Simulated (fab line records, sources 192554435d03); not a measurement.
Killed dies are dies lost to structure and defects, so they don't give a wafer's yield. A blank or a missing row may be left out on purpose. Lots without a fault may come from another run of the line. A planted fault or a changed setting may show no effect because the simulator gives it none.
Chamber matching | flow n5_finfet | N5_BEOL_M10_STRIP_67 on rie_diel-05: 4 sister chambers
The step strips in CF4. 14 wafers are shown with their chamber, then 7 later ones without.

WAFERS WITH THEIR CHAMBER
wafer  | chamber | drypump_motor_current_A (A) | showerhead_plenum_p_Torr (Torr) | throttle_valve_pct (%)
L074.1 | 1       | 5.5                         | 1.72                            | 13.77
L074.2 | 2       | 5.9                         | 1.85                            | 13.63
L074.3 | 3       | 5.7                         | 1.90                            | 13.35
L077.3 | 2       | 5.9                         | 1.85                            | 13.67
L077.4 | 1       | 5.5                         | 1.72                            | 13.79
L077.6 | 1       | 5.5                         | 1.72                            | 13.80
L082.1 | 0       | 4.9                         | 1.82                            | 13.37
L082.4 | 3       | 5.7                         | 1.89                            | 13.39
L082.5 | 0       | 5.0                         | 1.82                            | 13.35
L083.1 | 0       | 4.9                         | 1.82                            | 13.35
L083.2 | 2       | 5.9                         | 1.85                            | 13.67
L083.5 | 3       | 5.7                         | 1.89                            | 13.42
L087.1 | 1       | 5.5                         | 1.71                            | 13.85
L087.2 | 0       | 4.9                         | 1.82                            | 13.39

SIGNATURES (means of the wafers above)
reading                  | chamber 0 | chamber 1 | chamber 2 | chamber 3 | scatter within a chamber
drypump_motor_current_A  | 4.925     | 5.500     | 5.900     | 5.700     | 0.0274
showerhead_plenum_p_Torr | 1.8200    | 1.7175    | 1.8500    | 1.8933    | 0.00376
throttle_valve_pct       | 13.3650   | 13.8025   | 13.6567   | 13.3867   | 0.0285
Rule: a wafer's distance from a chamber is the root of the sum, over the readings, of the square of ((its reading less the chamber's mean) divided by the reading's scatter). The wafer belongs to the nearest chamber; if the next one is less than 2 further off, it can't be placed. The scatter: the root of (the sum of the squares of (reading less its chamber's mean) over the shown wafers, divided by (wafers less chambers)).

WAFERS WITHOUT THEIR CHAMBER
wafer  | drypump_motor_current_A (A) | showerhead_plenum_p_Torr (Torr) | throttle_valve_pct (%)
L087.6 | 5.0                         | 1.82                            | 13.37
L092.2 | 5.0                         | 1.82                            | 13.42
L092.5 | 5.0                         | 1.81                            | 13.40
L092.6 | 5.5                         | 1.71                            | 13.85
L097.4 | 5.5                         | 1.70                            | 13.92
L097.5 | 5.0                         | 1.81                            | 13.44
L097.6 | 5.7                         | 1.88                            | 13.51

WHICH CHAMBER EACH WENT THROUGH
wafer  | from the rows above | in truth
L087.6 | 0                   | 0
L092.2 | 0                   | 0
L092.5 | 0                   | 0
L092.6 | 1                   | 1
L097.4 | 1                   | 1
L097.5 | 0                   | 0
L097.6 | 3                   | 3
Placed correctly: 7 of 7. Can't be placed from these rows: 0. Placed wrongly: 0.
